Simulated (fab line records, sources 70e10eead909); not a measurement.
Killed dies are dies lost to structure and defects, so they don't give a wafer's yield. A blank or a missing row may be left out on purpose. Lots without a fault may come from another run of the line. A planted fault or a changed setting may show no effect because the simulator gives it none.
Chamber matching | flow nand_harc | NHARC_P_BONDPAD_ACTIVATE_29 on rie_diel-08: 4 sister chambers
The step chemistry N2, time 60 s. 8 wafers are shown with their chamber, then 7 later ones without.

WAFERS WITH THEIR CHAMBER
wafer  | chamber | drypump_motor_current_A (A) | showerhead_plenum_p_Torr (Torr)
L078.6 | 0       | 5.7                         | 1.76
L082.1 | 3       | 6.3                         | 1.74
L082.6 | 2       | 6.3                         | 1.75
L083.1 | 1       | 6.5                         | 1.69
L083.3 | 0       | 5.7                         | 1.76
L083.5 | 2       | 6.3                         | 1.75
L089.1 | 3       | 6.4                         | 1.74
L089.5 | 1       | 6.4                         | 1.68

WAFERS WITHOUT THEIR CHAMBER
wafer  | drypump_motor_current_A (A) | showerhead_plenum_p_Torr (Torr)
L089.6 | 5.7                         | 1.75
L091.3 | 6.3                         | 1.75
L091.5 | 6.4                         | 1.68
L091.6 | 5.7                         | 1.75
L097.1 | 5.7                         | 1.75
L097.2 | 6.4                         | 1.73
L097.3 | 6.5                         | 1.67

WHICH CHAMBER EACH WENT THROUGH
wafer  | from the rows above | in truth
L089.6 | 0                   | 0
L091.3 | 2                   | 2
L091.5 | 1                   | 1
L091.6 | 0                   | 0
L097.1 | 0                   | 0
L097.2 | 3                   | 3
L097.3 | 1                   | 1
Placed correctly: 7 of 7. Can't be placed from these rows: 0. Placed wrongly: 0.
How it was worked out, from the rows above alone: a wafer's distance from a chamber is the root of the sum, over the readings, of the square of ((its reading less the chamber's mean) divided by the reading's scatter). The wafer belongs to the nearest chamber; if the next one is less than 2 further off, it can't be placed. A chamber's mean is the mean of its shown wafers. The scatter: the root of (the sum of the squares of (reading less its chamber's mean) over the shown wafers, divided by (wafers less chambers)).
